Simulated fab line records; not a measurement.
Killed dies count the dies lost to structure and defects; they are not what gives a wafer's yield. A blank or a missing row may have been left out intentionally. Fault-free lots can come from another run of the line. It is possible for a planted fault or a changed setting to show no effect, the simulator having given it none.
Matching of chambers | flow nand-harc | cmp-02 running NHARC_A_CHANNEL_FILL_D1_CMP_10: 4 sister chambers
The step polishes, target thk 150 nm. 14 wafers are shown with their chamber, then 7 later ones without.

== WAFERS, EACH WITH ITS CHAMBER ==
wafer  | chamber | motor-current-A (A) | time-to-endpoint-s (s) | edge-zone-pressure-frac
L400.3 | 3       | 13.7                | 15.8                   | 1.010
L400.4 | 2       | 13.3                | 14.3                   | 1.002
L400.5 | 3       | 14.0                | 17.6                   | 1.006
L407.2 | 3       | 13.7                | 15.9                   | 1.003
L407.4 | 0       | 11.1                | 15.6                   | 0.991
L407.6 | 3       | 13.3                | 17.7                   | 1.003
L410.3 | 1       | 10.5                | 15.2                   | 1.011
L410.4 | 0       | 11.0                | 17.0                   | 1.002
L410.6 | 3       | 13.9                | 18.0                   | 0.993
L414.3 | 2       | 13.7                | 14.9                   | 0.995
L414.4 | 1       | 10.1                | 16.8                   | 1.001
L414.5 | 1       | 10.2                | 17.3                   | 0.999
L417.3 | 2       | 14.2                | 16.2                   | 1.002
L417.4 | 3       | 13.3                | 16.5                   | 0.989

SIGNATURES (means of the wafers above)
reading                 | chamber 0 | chamber 1 | chamber 2 | chamber 3 | scatter within a chamber
motor-current-A         | 11.050    | 10.267    | 13.733    | 13.650    | 0.306
time-to-endpoint-s      | 16.300    | 16.433    | 15.133    | 16.917    | 0.999
edge-zone-pressure-frac | 0.99650   | 1.00367   | 0.99967   | 1.00067   | 0.00705
Rule: for each reading, subtract the chamber's mean from the wafer's reading, divide by that reading's scatter and square the result; add these up over the readings and take the root, which gives the wafer's distance from the chamber. The wafer belongs to the nearest chamber; if the next one is less than 2 further off, it can't be placed. The scatter is the square root of a quotient: the sum, over the shown wafers, of each reading's squared deviation from its chamber's mean, divided by wafers minus chambers.

== WAFERS WITH NO CHAMBER GIVEN ==
wafer  | motor-current-A (A) | time-to-endpoint-s (s) | edge-zone-pressure-frac
L417.5 | 13.8                | 12.5                   | 1.006
L418.1 | 13.9                | 17.2                   | 1.003
L418.2 | 13.7                | 13.3                   | 0.995
L418.5 | 10.7                | 17.7                   | 0.994
L420.3 | 14.6                | 16.1                   | 0.995
L420.5 | 10.6                | 18.7                   | 0.992
L420.6 | 14.1                | 19.4                   | 0.996

== THE CHAMBER EACH PASSED THROUGH ==
wafer  | from the rows above     | in truth
L417.5 | can't be placed: 2 or 3 | 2
L418.1 | can't be placed: 3 or 2 | 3
L418.2 | can't be placed: 2 or 3 | 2
L418.5 | can't be placed: 0 or 1 | 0
L420.3 | can't be placed: 2 or 3 | 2
L420.5 | can't be placed: 0 or 1 | 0
L420.6 | can't be placed: 3 or 2 | 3
Correct placement for 0 of the 7. Cannot be placed on the basis of these rows: 7; the candidates contain the true chamber in 7. Placed wrongly: 0.
